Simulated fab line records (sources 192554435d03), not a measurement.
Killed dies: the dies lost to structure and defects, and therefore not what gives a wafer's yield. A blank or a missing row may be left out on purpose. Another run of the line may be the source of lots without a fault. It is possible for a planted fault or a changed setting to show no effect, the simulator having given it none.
Chamber matching :: flow n5-finfet :: 3 sister chambers for N5_BEOL_M9_DEP_56 on pecvd-04
The step deposits SiCN from 3MS/NH3, target thk 15 nm, time 26.5 s. 14 wafers are shown with their chamber, then 7 later ones without.

WAFERS, EACH WITH ITS CHAMBER
wafer: L077.2
chamber: 0
throttle-valve-pct (%): 9.6
showerhead-plenum-p-Torr (Torr): 3.662
showerhead-vpp-V (V): 882

wafer: L077.3
chamber: 0
throttle-valve-pct (%): 9.6
showerhead-plenum-p-Torr (Torr): 3.667
showerhead-vpp-V (V): 903

wafer: L077.6
chamber: 1
throttle-valve-pct (%): 9.1
showerhead-plenum-p-Torr (Torr): 3.650
showerhead-vpp-V (V): 909

wafer: L081.3
chamber: 2
throttle-valve-pct (%): 8.2
showerhead-plenum-p-Torr (Torr): 3.674
showerhead-vpp-V (V): 898

wafer: L081.4
chamber: 0
throttle-valve-pct (%): 9.6
showerhead-plenum-p-Torr (Torr): 3.660
showerhead-vpp-V (V): 890

wafer: L081.6
chamber: 2
throttle-valve-pct (%): 8.3
showerhead-plenum-p-Torr (Torr): 3.664
showerhead-vpp-V (V): 876

wafer: L083.1
chamber: 2
throttle-valve-pct (%): 8.4
showerhead-plenum-p-Torr (Torr): 3.679
showerhead-vpp-V (V): 874

wafer: L083.3
chamber: 0
throttle-valve-pct (%): 9.4
showerhead-plenum-p-Torr (Torr): 3.668
showerhead-vpp-V (V): 898

wafer: L083.5
chamber: 2
throttle-valve-pct (%): 8.3
showerhead-plenum-p-Torr (Torr): 3.679
showerhead-vpp-V (V): 890

wafer: L087.3
chamber: 0
throttle-valve-pct (%): 9.9
showerhead-plenum-p-Torr (Torr): 3.664
showerhead-vpp-V (V): 889

wafer: L087.4
chamber: 2
throttle-valve-pct (%): 8.1
showerhead-plenum-p-Torr (Torr): 3.678
showerhead-vpp-V (V): 894

wafer: L087.5
chamber: 0
throttle-valve-pct (%): 9.5
showerhead-plenum-p-Torr (Torr): 3.661
showerhead-vpp-V (V): 888

wafer: L093.2
chamber: 0
throttle-valve-pct (%): 9.6
showerhead-plenum-p-Torr (Torr): 3.662
showerhead-vpp-V (V): 887

wafer: L093.4
chamber: 0
throttle-valve-pct (%): 9.5
showerhead-plenum-p-Torr (Torr): 3.671
showerhead-vpp-V (V): 882

SIGNATURES, as means of the wafers listed above
reading: throttle-valve-pct
chamber 0: 9.588
chamber 1: 9.100
chamber 2: 8.260
scatter within a chamber: 0.135

reading: showerhead-plenum-p-Torr
chamber 0: 3.66438
chamber 1: 3.65000
chamber 2: 3.67480
scatter within a chamber: 0.00494

reading: showerhead-vpp-V
chamber 0: 889.88
chamber 1: 909.00
chamber 2: 886.40
scatter within a chamber: 8.75
Rule: distance of a wafer from a chamber = root of the sum over the readings of ((wafer's reading minus chamber's mean) / reading's scatter) squared. The wafer belongs to the nearest chamber; if the next one is less than 2 further off, it can't be placed. The scatter: take each reading less its chamber's mean, square it, sum over the shown wafers, divide by the number of wafers less the number of chambers, and take the root.

WAFERS WITH NO CHAMBER GIVEN
wafer: L093.6
throttle-valve-pct (%): 9.3
showerhead-plenum-p-Torr (Torr): 3.648
showerhead-vpp-V (V): 903

wafer: L094.3
throttle-valve-pct (%): 9.7
showerhead-plenum-p-Torr (Torr): 3.660
showerhead-vpp-V (V): 894

wafer: L094.5
throttle-valve-pct (%): 9.2
showerhead-plenum-p-Torr (Torr): 3.645
showerhead-vpp-V (V): 918

wafer: L094.6
throttle-valve-pct (%): 9.7
showerhead-plenum-p-Torr (Torr): 3.670
showerhead-vpp-V (V): 890

wafer: L096.1
throttle-valve-pct (%): 9.0
showerhead-plenum-p-Torr (Torr): 3.640
showerhead-vpp-V (V): 916

wafer: L096.4
throttle-valve-pct (%): 9.1
showerhead-plenum-p-Torr (Torr): 3.652
showerhead-vpp-V (V): 909

wafer: L096.5
throttle-valve-pct (%): 9.4
showerhead-plenum-p-Torr (Torr): 3.671
showerhead-vpp-V (V): 883

EACH ONE'S CHAMBER
wafer: L093.6
from the rows above: 1
in truth: 1

wafer: L094.3
from the rows above: 0
in truth: 0

wafer: L094.5
from the rows above: 1
in truth: 1

wafer: L094.6
from the rows above: 0
in truth: 0

wafer: L096.1
from the rows above: 1
in truth: 1

wafer: L096.4
from the rows above: 1
in truth: 1

wafer: L096.5
from the rows above: 0
in truth: 0
Correctly placed: 7 of 7. Can't be placed from these rows: 0. Wrongly placed: 0.
